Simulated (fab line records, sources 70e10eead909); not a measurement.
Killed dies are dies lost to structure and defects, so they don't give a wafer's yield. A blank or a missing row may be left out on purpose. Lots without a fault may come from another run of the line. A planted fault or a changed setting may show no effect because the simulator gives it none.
One fault seen from 2 desks | flow nand_harc | each desk has only its own numbers; what lay behind them comes last

THE TOOL OWNER'S DESK: ald_metal-01
The tool's own readings at NHARC_A_CONTACT_ALD_18 (deposits TiN, target thk 3 nm, pulse time 1 s, ald cycles 150): means of the sampled wafers that have a number, for each lot that ran on this tool. A lot is out of limits, marked OUT, if its mean lies more than 4 standard deviations from the usual mean; the brackets give that distance.
Columns: A = heater_power_w at NHARC_A_CONTACT_ALD_18, usual 1061 W; B = precursor_pulse_height_rel at NHARC_A_CONTACT_ALD_18, usual 0.997
lot  | first seen here | A    | B
L112 | day 23 09:43    | 1145 | 0.997
L113 | day 24 11:06    | 1068 | 0.995
L120 | day 27 12:04    | 1015 | 0.985
L129 | day 31 14:18    | 1180 | 1.031
This desk's finding: nothing out of limits on any of the 4 lots.

THE METROLOGY DESK
What the gauges read, lot by lot, whatever tool the lot ran on: means of the sampled wafers that have a number. A lot is out of limits, marked OUT, if its mean lies more than 4 standard deviations from the usual mean; the brackets give that distance.
Columns: A = cd_nm at NHARC_A_CONTACT_CD_MEAS_80, usual 289.7 nm
lot  | first seen here | A
L109 | day 22 06:01    | 289.3
L110 | day 22 19:20    | 288.9
L112 | day 22 23:51    | 290.6
L113 | day 24 01:35    | 288.7
L120 | day 27 04:10    | 290.8
L124 | day 28 04:46    | 290.2
L125 | day 28 16:02    | 289.9
L126 | day 29 21:24    | 289.6
L127 | day 30 05:19    | 291.2
L129 | day 31 02:28    | 289.2
L130 | day 31 07:13    | 288.7
L128 | day 31 10:58    | 290.3
This desk's finding: nothing out of limits on any of the 12 lots.

PUT TOGETHER
The tool owner's desk saw nothing out of limits.
The metrology desk saw nothing out of limits.

WHAT THE SIMULATOR HAD PUT IN
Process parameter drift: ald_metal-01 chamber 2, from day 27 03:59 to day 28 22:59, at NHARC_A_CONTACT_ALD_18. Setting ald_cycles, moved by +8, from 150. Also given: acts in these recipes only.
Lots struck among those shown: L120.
